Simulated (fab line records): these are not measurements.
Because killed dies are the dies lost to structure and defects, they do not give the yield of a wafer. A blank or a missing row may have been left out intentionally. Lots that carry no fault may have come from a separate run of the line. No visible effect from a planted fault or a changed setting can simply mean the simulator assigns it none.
A single fault, viewed from 3 desks :: flow n5-finfet :: each desk holds nothing but its own numbers, with what lay behind them at the end

THE METROLOGY DESK
Lot by lot, what the gauges showed, no matter which tool ran the lot: averages of those sampled wafers that carry a number. If a lot's mean is further than 4 standard deviations from the usual mean, the lot is out of limits and carries the mark OUT (the distance appears in the brackets). Readings shown: 7 of its 12, picked as those furthest out on some lot.
Columns: A = M4_OVL at N5_BEOL_M4_OVL_MEAS_12, usual 0.0 nm; B = IOFF_P at N5_BEOL_M4_RC_MEAS_101, usual 0.22 nA/um; C = ION_N at N5_BEOL_M4_RC_MEAS_101, usual 672 uA/um; D = ION_P at N5_BEOL_M4_RC_MEAS_101, usual 462 uA/um; E = SS_P at N5_BEOL_M4_RC_MEAS_101, usual 73.5 mV/dec; F = VT_N at N5_BEOL_M4_RC_MEAS_101, usual 250 mV; G = VT_P at N5_BEOL_M4_RC_MEAS_101, usual -250 mV
lot: L985
first seen here: day 9 00:28
A: 0.1
B: 0.22
C: 659
D: 463
E: 73.4
F: 253
G: -249

lot: L989
first seen here: day 9 01:41
A: 0.3
B: 0.17
C: 645
D: 445
E: 72.9
F: 256
G: -256

lot: L997
first seen here: day 11 04:05
A: 0.4
B: 0.22
C: 664
D: 461
E: 73.2
F: 252
G: -247

lot: L999
first seen here: day 11 17:43
A: 0.5
B: 0.21
C: 671
D: 464
E: 73.4
F: 252
G: -250

lot: L107
first seen here: day 13 23:18
A: -0.5
B: 0.25
C: 687
D: 471
E: 72.9
F: 247
G: -246

lot: L106
first seen here: day 14 02:35
A: -0.8
B: 0.23
C: 675
D: 463
E: 72.6
F: 250
G: -250
This desk's finding: nothing out of limits on any of the 6 lots.

FOR THE TOOL OWNER'S DESK: rie-metal-01
The tool's own readings at N5_BEOL_M4_HM_OPEN_17 (chemistry Cl2/BCl3, target TiN, target depth 20 nm, overetch 6 nm): means of the sampled wafers that have a number, for each lot that ran on this tool. If a lot's mean is further than 4 standard deviations from the usual mean, the lot is out of limits and carries the mark OUT (the distance appears in the brackets).
Columns: A = drypump-motor-current-A at N5_BEOL_M4_HM_OPEN_17, usual 5.6 A; B = oes-product-au at N5_BEOL_M4_HM_OPEN_17, usual 0.63 a.u.; C = throttle-valve-pct at N5_BEOL_M4_HM_OPEN_17, usual 22.27 %
lot: L989
first seen here: day 9 02:05
A: 5.9
B: 0.62
C: 22.06

lot: L997
first seen here: day 11 04:27
A: 5.9
B: 0.60
C: 22.10

lot: L999
first seen here: day 11 18:06
A: 5.4
B: 0.66
C: 22.41
This desk's finding: nothing out of limits on any of the 3 lots.

THE DEFECT DESK
For each lot, the counts of the inspections along the route, averaged over the sampled wafers that have a number. If a lot's mean is further than 4 standard deviations from the usual mean, the lot is out of limits and carries the mark OUT (the distance appears in the brackets).
Columns: A = raw-defect-count at N5_BEOL_M4_INSPECT_13, usual 421
lot: L985
first seen here: day 9 00:33
A: 398

lot: L989
first seen here: day 9 01:46
A: 389

lot: L997
first seen here: day 11 04:10
A: 409

lot: L999
first seen here: day 11 17:49
A: 402

lot: L107
first seen here: day 13 23:24
A: 518

lot: L106
first seen here: day 14 02:40
A: 365
This desk's finding: nothing out of limits on any of the 6 lots.

PUT TOGETHER
Metrology desk: nothing out of limits seen.
The desk of the tool owner found nothing out of limits.
Nothing the defect desk looked at was out of limits.

WHAT HAD BEEN PUT IN BY THE SIMULATOR
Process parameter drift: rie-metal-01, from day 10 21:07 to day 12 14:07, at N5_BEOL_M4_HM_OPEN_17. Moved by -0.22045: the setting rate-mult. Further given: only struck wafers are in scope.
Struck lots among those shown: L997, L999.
